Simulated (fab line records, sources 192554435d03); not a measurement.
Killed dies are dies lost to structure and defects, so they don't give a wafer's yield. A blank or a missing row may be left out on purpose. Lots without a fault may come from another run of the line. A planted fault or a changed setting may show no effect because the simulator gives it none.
Chamber matching | flow n5_finfet | N5_BEOL_M13_DEP_53 on pecvd-01: 3 sister chambers
The step deposits SiCN from 3MS/NH3, target thk 50 nm, time 17.8 s. 3 wafers are shown with their chamber, then 12 later ones without.

WAFERS WITH THEIR CHAMBER
wafer  | chamber | throttle_valve_pct (%)
L089.4 | 2       | 16.5
L088.5 | 0       | 16.4
L088.6 | 1       | 17.3

WAFERS WITHOUT THEIR CHAMBER
wafer  | throttle_valve_pct (%)
L087.1 | 16.8
L087.4 | 16.7
L087.5 | 16.7
L090.1 | 17.4
L090.2 | 16.8
L090.6 | 16.5
L094.1 | 16.6
L094.5 | 16.8
L094.6 | 16.8
L097.1 | 16.7
L097.3 | 16.8
L097.5 | 17.2

WHICH CHAMBER EACH WENT THROUGH
wafer  | from the rows above          | in truth
L087.1 | can't be placed: 2 or 0 or 1 | 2
L087.4 | can't be placed: 2 or 0 or 1 | 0
L087.5 | can't be placed: 2 or 0 or 1 | 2
L090.1 | 1                            | 1
L090.2 | can't be placed: 2 or 0 or 1 | 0
L090.6 | can't be placed: 2 or 0      | 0
L094.1 | can't be placed: 2 or 0      | 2
L094.5 | can't be placed: 2 or 0 or 1 | 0
L094.6 | can't be placed: 2 or 0 or 1 | 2
L097.1 | can't be placed: 2 or 0 or 1 | 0
L097.3 | can't be placed: 2 or 0 or 1 | 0
L097.5 | 1                            | 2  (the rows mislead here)
Placed correctly: 1 of 12. Can't be placed from these rows: 10 (the true chamber is among the candidates in 10). Placed wrongly: 1.
How it was worked out, from the rows above alone: a wafer's distance from a chamber is the root of the sum, over the readings, of the square of ((its reading less the chamber's mean) divided by the reading's scatter). The wafer belongs to the nearest chamber; if the next one is less than 2 further off, it can't be placed. A chamber's mean is the mean of its shown wafers. The scatter: with one shown wafer a chamber, the root of the mean of the squares of how far each hidden wafer lies from its nearest shown one.
